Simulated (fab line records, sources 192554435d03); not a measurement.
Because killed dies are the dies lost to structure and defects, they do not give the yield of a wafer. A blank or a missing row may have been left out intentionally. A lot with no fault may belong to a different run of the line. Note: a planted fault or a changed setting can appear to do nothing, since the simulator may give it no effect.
A single fault, viewed from 2 desks :: flow n5-finfet :: each desk holds nothing but its own numbers, with what lay behind them at the end

## FOR THE TOOL OWNER'S DESK: ald-sin-01
The tool's own readings at N5_BEOL_M3_ALD_98 (deposits SiO2, target thk 2.5 nm, pulse time 1 s, co reactant pulse time 1 s): means of the sampled wafers that have a number, for each lot that ran on this tool. Any lot whose mean is over 4 standard deviations away from the usual mean is out of limits and marked OUT; that distance is given in the brackets.
Columns: A = chamber-pressure-Torr at N5_BEOL_M3_ALD_98, usual 2.000 Torr; B = heater-power-w at N5_BEOL_M3_ALD_98, usual 79 W; C = precursor-pulse-height-rel at N5_BEOL_M3_ALD_98, usual 1.001
lot: L485
first seen here: day 7 13:37
A: 1.998
B: 78
C: 0.995

lot: L505
first seen here: day 12 03:55
A: 2.002
B: 78
C: 1.009

lot: L506
first seen here: day 12 08:52
A: 2.001
B: 79
C: 1.002
This desk's verdict: no lot among the 3 shows anything out of limits.

## AT THE METROLOGY DESK
Means of the sampled wafers that have a number, per lot and without regard to the tool the lot ran on: this is what the gauges read. Any lot whose mean is over 4 standard deviations away from the usual mean is out of limits and marked OUT; that distance is given in the brackets. Of its 10 readings 7 are shown: those that lie furthest out on some lot.
Columns: A = DIBL_N at N5_BEOL_M4_RC_MEAS_101, usual 35.9 mV/V; B = DIBL_P at N5_BEOL_M4_RC_MEAS_101, usual 36.0 mV/V; C = IOFF_N at N5_BEOL_M4_RC_MEAS_101, usual 0.16 nA/um; D = ION_N at N5_BEOL_M4_RC_MEAS_101, usual 678 uA/um; E = SS_N at N5_BEOL_M4_RC_MEAS_101, usual 71.5 mV/dec; F = VT_N at N5_BEOL_M4_RC_MEAS_101, usual 249 mV; G = VT_P at N5_BEOL_M4_RC_MEAS_101, usual -250 mV
lot: L485
first seen here: day 8 07:40
A: 38.2
B: 37.7
C: 0.21
D: 695
E: 71.8
F: 244
G: -247

lot: L488
first seen here: day 9 01:20
A: 34.1
B: 35.0
C: 0.12
D: 660
E: 70.7
F: 255
G: -257

lot: L496
first seen here: day 10 19:24
A: 37.4
B: 38.6
C: 0.18
D: 671
E: 71.5
F: 247
G: -250

lot: L497
first seen here: day 11 10:10
A: 34.7
B: 35.3
C: 0.15
D: 670
E: 70.8
F: 251
G: -247

lot: L502
first seen here: day 12 08:00
A: 34.4
B: 32.9
C: 0.13
D: 670
E: 70.8
F: 251
G: -252

lot: L503
first seen here: day 12 17:44
A: 35.3
B: 34.3
C: 0.13
D: 661
E: 71.4
F: 254
G: -252

lot: L505
first seen here: day 13 06:49
A: 36.0
B: 35.5
C: 0.16
D: 683
E: 71.5
F: 248
G: -246

lot: L506
first seen here: day 13 22:55
A: 34.0
B: 36.1
C: 0.15
D: 679
E: 72.1
F: 251
G: -249

lot: L507
first seen here: day 14 02:04
A: 36.0
B: 35.2
C: 0.15
D: 686
E: 71.6
F: 249
G: -252
This desk's verdict: no lot among the 9 shows anything out of limits.

## TAKEN TOGETHER
The desk of the tool owner found nothing out of limits.
Metrology desk: nothing out of limits seen.

## WHAT WAS PUT IN BY THE SIMULATOR
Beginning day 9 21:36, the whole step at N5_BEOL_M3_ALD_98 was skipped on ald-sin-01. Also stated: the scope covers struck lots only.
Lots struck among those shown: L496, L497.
